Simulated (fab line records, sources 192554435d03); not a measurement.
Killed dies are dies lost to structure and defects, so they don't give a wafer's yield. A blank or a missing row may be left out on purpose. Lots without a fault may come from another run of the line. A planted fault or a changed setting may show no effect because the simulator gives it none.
Problem report in the 8D (eight disciplines) form, filled by code | flow n5_finfet | the parts of the form that need people (team, actions taken, sign-off) are left out

1. THE PROBLEM
VT_P_LONG at N5_BEOL_M4_RC_MEAS_101 reads a mean of -289.9 mV on 9 wafers of 3 lots; wafers without a fault read -275.0 mV with a standard deviation of 2.9. That is -5.1 standard deviations from the usual mean.
First seen on wafer L294.3, day 12 01:16, on prober-01. The record holds 33 wafers of 11 lots with a number at this step. Rule for "out", or "out of limits": more than 4 standard deviations from the usual mean. The other wafers with a number count as sound.

2. WHAT IT IS AND WHAT IT IS NOT
question                    | is                     | is not
which readings at this step | VT_P_LONG              | DIBL_P, ION_N, SS_P, VT_N
which lots                  | L294, L295, L297       | L279, L281, L282, L283, L285, L287, L290, L298
which wafers of those lots  | all that have a number | -
read on which gauges        | prober-01, prober-02   | -
when                        | from day 12 01:16      | up to then (21 sound wafers); but 3 sound wafers of L298 came after

3. SUSPECTS, AND WHAT RULES EACH OUT
Counting: a tool at a process step up to the reading stays a suspect if it ran every lot that is out and no sound lot after the first of them.
- the gauge at N5_BEOL_M4_RC_MEAS_101: ruled out. The wafers that are out were read on 2 gauges (prober-01, prober-02).
- rtp_anneal-02 at N5_HKMG_FIN_RTA_80 (time 2 s): kept. It ran every lot that is out, first L294 (day 7 18:07), and no sound lot after that; its last sound lot up to then is L290 (day 6 21:36).
Left after counting: rtp_anneal-02 at N5_HKMG_FIN_RTA_80.

4. THE CAUSE (what the simulator had put in)
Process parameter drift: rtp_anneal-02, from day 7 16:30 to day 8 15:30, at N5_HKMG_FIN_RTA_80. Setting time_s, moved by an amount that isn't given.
Counting left only this tool.

5. THE CHAIN OF EFFECTS, in route order
Each row: a reading whose mean over the struck wafers that have a number lies more than 3 standard deviations from the usual. Only readings for which the record gives a usual standard deviation are gone through. hours: the time from each lot's start at the first step in this table that gives one to its start at this step, as a median over the lots. sigmas: the change in usual standard deviations.
hours | step                    | reading          | usual          | on struck wafers | change    | sigmas
0     | N5_BEOL_M4_RC_MEAS_101  | IOFF_P_LONG      | 0.000107 nA/um | 0.000075         | -0.000032 | -3.4
0     | N5_BEOL_M4_RC_MEAS_101  | VT_N_LVT         | 97 mV          | 81               | -16       | -4.7
0     | N5_BEOL_M4_RC_MEAS_101  | VT_P             | -250 mV        | -263             | -13       | -4.0
0     | N5_BEOL_M4_RC_MEAS_101  | VT_P_LONG        | -275.0 mV      | -289.9           | -14.9     | -5.1
109   | N5_PASSIVATION_PROBE_49 | sort_bin_8_speed | 0.00 %         | 0.82             | +0.82     | +51
The process steps in it:
- N5_PASSIVATION_PROBE_49

6. WHAT WOULD HAVE CAUGHT IT SOONER
In this record the first reading out of limits at a measuring or inspecting step was taken at day 12 01:16, 105 hours after the fault began at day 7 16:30.
All the lots that are out (3) had begun N5_HKMG_FIN_RTA_80 on rtp_anneal-02 by day 12 01:16. A hold on the tool at that time would have spared none of them.
